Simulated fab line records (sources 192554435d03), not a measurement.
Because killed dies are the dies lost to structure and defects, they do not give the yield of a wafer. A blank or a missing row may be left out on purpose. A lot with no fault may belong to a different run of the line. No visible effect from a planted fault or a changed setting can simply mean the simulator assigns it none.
Which tool did it? -- flow n5 finfet -- route of 1938 steps, sampled at 1 step: 11 lots, 30 wafers

## WHAT THE GAUGES SHOWED, per wafer
N5_MIM_TOP_LITHO_INSPECT_12: inspects for defects (macro).
lot,measured,on,raw defect count
L260,day 12 08:41,defect inspect-02,1 0 3
L261,day 13 04:57,defect inspect-01,2 2 2
L262,day 13 12:44,defect inspect-01,0 1 4
L263,day 13 13:39,defect inspect-01,4 1 2
L267,day 14 10:34,defect inspect-02,2 0 2
L266,day 14 23:50,defect inspect-02,5 2 2
L270,day 15 00:15,defect inspect-02,0 2
L271,day 15 04:38,defect inspect-01,3 3 1
L272,day 16 00:23,defect inspect-02,0 0
L274,day 16 05:05,defect inspect-01,0 1
L278,day 16 23:26,defect inspect-01,0 0 0

## WHICH TOOL RAN EACH LOT (tool, then ch and the chambers of the sampled wafers, then the start)
The record shows no process step preceding these readings.

## THE ANSWER, worked out from the rows above alone
Rule: the lots themselves supply what counts as usual. Put in order of their means at a reading, lots are off if they are a third of the lots or fewer, leave a main group of 4 or more, and stand apart from it by a gap of 3 or more times the standard deviation of the main group's means; of several such gaps the widest counts. If all means in a main group match to the digits the tables above print for the reading, that group is not used. A lot without any number at a reading at which 4 lots or more have one is off too. Any other lot the step has rows for is counted as sound.
None of the lots is off at any reading shown; this tells nothing.

## WHAT THE SIMULATOR HAD INSERTED
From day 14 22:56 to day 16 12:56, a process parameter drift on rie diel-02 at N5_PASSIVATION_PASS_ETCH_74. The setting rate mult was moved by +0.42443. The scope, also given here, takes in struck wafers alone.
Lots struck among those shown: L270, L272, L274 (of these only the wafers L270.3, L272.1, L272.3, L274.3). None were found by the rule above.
